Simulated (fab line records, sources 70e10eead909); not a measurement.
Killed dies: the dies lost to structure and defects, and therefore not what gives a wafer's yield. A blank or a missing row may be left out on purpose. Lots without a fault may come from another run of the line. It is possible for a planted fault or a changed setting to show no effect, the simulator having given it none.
Comparing a struck lot with a sound one :: flow nand-harc :: 14 out of 1302 route steps
Sound: wafers L426.1, L426.3, L426.6. Struck: wafers L414.1, L414.2, L414.6. The cause is named last.
Per side, at each step with rows, come the tool, then ch with its chambers, and then its first start. Under that, the readings that differ: sound wafers :: struck wafers :: difference of the means :: sigmas: that difference in standard deviations of wafers without a fault.
alike: same words and numbers on both sides, and readings whose means sit less than 2 such deviations apart. not compared: any withheld reading, any reading some wafer has no value for, any bound like >300 that may hide the same value, and any number with overlapping values for which the record gives no deviation.
Wherever a step has rows on one side only, a row that says differs or no value, or a row with sigmas, the two part there. Numbers that have no deviation but don't overlap get no sigmas and don't part them. A reading that every wafer of one side lacks parts them only if that side has two wafers or more.

first, 1 step without rows for these wafers: NHARC_A_ONON_D2_DEP_19 (target thk 1000 nm).
NHARC_A_ONON_D2_THK_MEAS_21: measures by ellipsometry.
  struck on film-metro-01, day 14 00:26; sound on film-metro-02, day 19 03:41
  alike: thk-nm
next comes 1 step that has no rows for these wafers: NHARC_A_ONON_D2_DEP_22 (target thickness 1000 nm).
NHARC_A_ONON_D2_THK_MEAS_24: measures by ellipsometry.
  struck on film-metro-02, day 14 01:00; sound on film-metro-01, day 19 04:15
reading: thk-nm (nm)
sound: 1020 1019 1022
struck: 1003 1003 1003
difference: -17
sigmas: -2
next comes 1 step that has no rows for these wafers: NHARC_A_ONON_D2_DEP_25 (target thickness 1000 nm).
NHARC_A_ONON_D2_THK_MEAS_27: measures by ellipsometry.
  struck on film-metro-01, day 14 01:34; sound on film-metro-02, day 19 04:49
  alike: thk-nm
next comes 1 step that has no rows for these wafers: NHARC_A_ONON_D2_DEP_28 (target thickness 1000 nm).
NHARC_A_ONON_D2_THK_MEAS_30: measures by ellipsometry.
  struck on film-metro-01, day 14 02:08; sound on film-metro-01, day 19 05:22
  alike: thk-nm
NHARC_A_ONON_D2_DEP_33: deposits SiO2, target thk 200 nm.
  sound on pecvd-04 ch 0,1,2, day 19 05:26; struck on pecvd-03 ch 0,1,2, day 14 02:20
  alike: flow-sccm, heater-power-outer-w, heater-power-w, throttle-valve-pct
NHARC_A_ONON_D2_THK_MEAS_34: measures by ellipsometry.
  struck on film-metro-02, day 14 02:42; sound on film-metro-02, day 19 05:50
  alike: thk-nm
NHARC_A_ONON_D2_INSPECT_32:
  struck on defect-inspect-02, day 14 02:47; sound on defect-inspect-02, day 19 05:55
  alike: raw-defect-count
NHARC_A_CHANNEL_HOLE_D2_DEP_00: deposits aC, target thk 3100 nm.
  sound on acl-dep-01 ch 0, day 19 09:43; struck on acl-dep-02 ch 0, day 14 06:42
  alike: throttle-valve-pct
NHARC_A_CHANNEL_HOLE_D2_DEP_01: deposits SiON, target thk 140 nm.
  sound on pecvd-01 ch 0,1,2, day 19 11:42; struck on pecvd-02 ch 0,1, day 14 08:39
  alike: heater-power-outer-w, heater-power-w
-- break in the record here, with 13 days between the starts of the struck wafers on either side (left off in module A_CHANNEL_HOLE_D2, picked up again in module END, where the first step shown is number 1302 on the route) --
NHARC_END_SORT_01:
  only the struck wafers appear in the record here, on prober-01 ch 0 at day 26 23:34; the sound ones have no rows

== WHERE THEY PART ==
At NHARC_A_ONON_D2_THK_MEAS_24 first; at NHARC_END_SORT_01 last (within this record only).

WHY: what had been put in by the simulator
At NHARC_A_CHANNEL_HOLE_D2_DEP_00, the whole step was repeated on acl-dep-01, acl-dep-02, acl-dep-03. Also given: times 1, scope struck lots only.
